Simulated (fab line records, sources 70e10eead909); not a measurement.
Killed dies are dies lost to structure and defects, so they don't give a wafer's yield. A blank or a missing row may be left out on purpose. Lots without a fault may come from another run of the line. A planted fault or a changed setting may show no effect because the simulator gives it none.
One fault seen from 2 desks | flow nand_harc | each desk has only its own numbers; what lay behind them comes last

THE TOOL OWNER'S DESK: pecvd_onon-04
The tool's own readings at NHARC_A_ONON_D2_DEP_00 (target thk 1000 nm): means of the sampled wafers that have a number, for each lot that ran on this tool. A lot is out of limits, marked OUT, if its mean lies more than 4 standard deviations from the usual mean; the brackets give that distance.
Columns: A = n2_flow_sccm at NHARC_A_ONON_D2_DEP_00, usual 2750 sccm
lot  | first seen here | A
L521 | day 13 08:11    | 2750
L524 | day 14 20:29    | 2760
L528 | day 16 15:17    | 2756
L530 | day 17 05:39    | 2756
L536 | day 19 03:14    | 2740
This desk's finding: nothing out of limits on any of the 5 lots.

THE METROLOGY DESK
What the gauges read, lot by lot, whatever tool the lot ran on: means of the sampled wafers that have a number. A lot is out of limits, marked OUT, if its mean lies more than 4 standard deviations from the usual mean; the brackets give that distance.
Columns: A = thk_nm at NHARC_A_ONON_D2_THK_MEAS_02, usual 998 nm
lot  | first seen here | A
L519 | day 12 05:50    | 996
L521 | day 13 08:38    | 999
L522 | day 14 02:01    | 992
L523 | day 14 11:58    | 1001
L524 | day 14 20:56    | 1001
L525 | day 14 21:07    | 997
L526 | day 15 11:09    | 1009
L528 | day 16 15:41    | 999
L529 | day 17 06:06    | 997
L530 | day 17 06:06    | 998
L536 | day 19 03:45    | 1197 (+28) OUT
L541 | day 21 19:04    | 993
L542 | day 22 10:11    | 998
This desk's finding: out of limits on L536; first on L536, day 19 03:45 (thk_nm at NHARC_A_ONON_D2_THK_MEAS_02). In limits: L519, L521, L522, L523, L524, L525, L526, L528, L529, L530, L541, L542.

PUT TOGETHER
The metrology desk could have raised an alarm at day 19 03:45, on L536.
The tool owner's desk saw nothing out of limits.
The tool owner's desk has L536 on record, within its limits.
Of the lots named, all ran NHARC_A_ONON_D2_DEP_00 on pecvd_onon-04.

WHAT THE SIMULATOR HAD PUT IN
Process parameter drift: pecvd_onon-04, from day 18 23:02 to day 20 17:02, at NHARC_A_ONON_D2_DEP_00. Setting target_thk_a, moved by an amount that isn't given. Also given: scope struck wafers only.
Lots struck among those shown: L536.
Hours from the fault's start to each desk's first reading out of limits: the metrology desk, 5.
